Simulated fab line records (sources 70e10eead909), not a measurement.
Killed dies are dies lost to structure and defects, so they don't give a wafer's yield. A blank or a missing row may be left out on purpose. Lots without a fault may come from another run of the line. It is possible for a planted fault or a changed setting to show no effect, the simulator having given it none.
Matching of chambers | flow nand harc | 4 sister chambers for NHARC_A_CHANNEL_FILL_D2_CMP_10 on cmp-03
The step polishes, target thk 150 nm. 8 wafers are shown with their chamber, then 8 later ones without.

WAFERS, EACH WITH ITS CHAMBER
wafer  | chamber | motor current A (A) | time to endpoint s (s)
L079.6 | 3       | 12.7                | 20.3
L081.6 | 0       | 13.5                | 16.9
L087.1 | 2       | 10.4                | 17.3
L087.2 | 0       | 13.0                | 15.5
L092.2 | 3       | 13.6                | 17.8
L092.3 | 2       | 11.1                | 14.4
L092.4 | 1       | 11.0                | 14.4
L093.2 | 1       | 10.8                | 13.9

WAFERS WHOSE CHAMBER IS MISSING
wafer  | motor current A (A) | time to endpoint s (s)
L093.4 | 10.3                | 13.5
L093.6 | 10.4                | 17.1
L094.1 | 12.9                | 19.8
L094.5 | 10.1                | 19.4
L094.6 | 10.6                | 18.0
L097.2 | 10.9                | 17.8
L097.4 | 13.4                | 16.7
L097.6 | 10.6                | 17.3

EACH ONE'S CHAMBER
wafer  | from the rows above     | in truth
L093.4 | can't be placed: 1 or 2 | 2
L093.6 | can't be placed: 2 or 1 | 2
L094.1 | can't be placed: 3 or 0 | 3
L094.5 | can't be placed: 2 or 1 | 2
L094.6 | can't be placed: 2 or 1 | 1
L097.2 | can't be placed: 2 or 1 | 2
L097.4 | can't be placed: 0 or 3 | 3
L097.6 | can't be placed: 2 or 1 | 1
0 of 8 placed correctly. Can't be placed from these rows: 8 (the true chamber is among the candidates in 8). Wrongly placed: 0.
How it was worked out, from the rows above alone: a wafer's distance from a chamber is the root of the sum, over the readings, of the square of ((its reading less the chamber's mean) divided by the reading's scatter). The wafer belongs to the nearest chamber; if the next one is less than 2 further off, it can't be placed. The mean given for a chamber averages the wafers shown for that chamber. How the scatter is found: for the shown wafers, subtract from each reading the mean of its chamber, square and add these, divide the total by (wafers less chambers), then take the root.
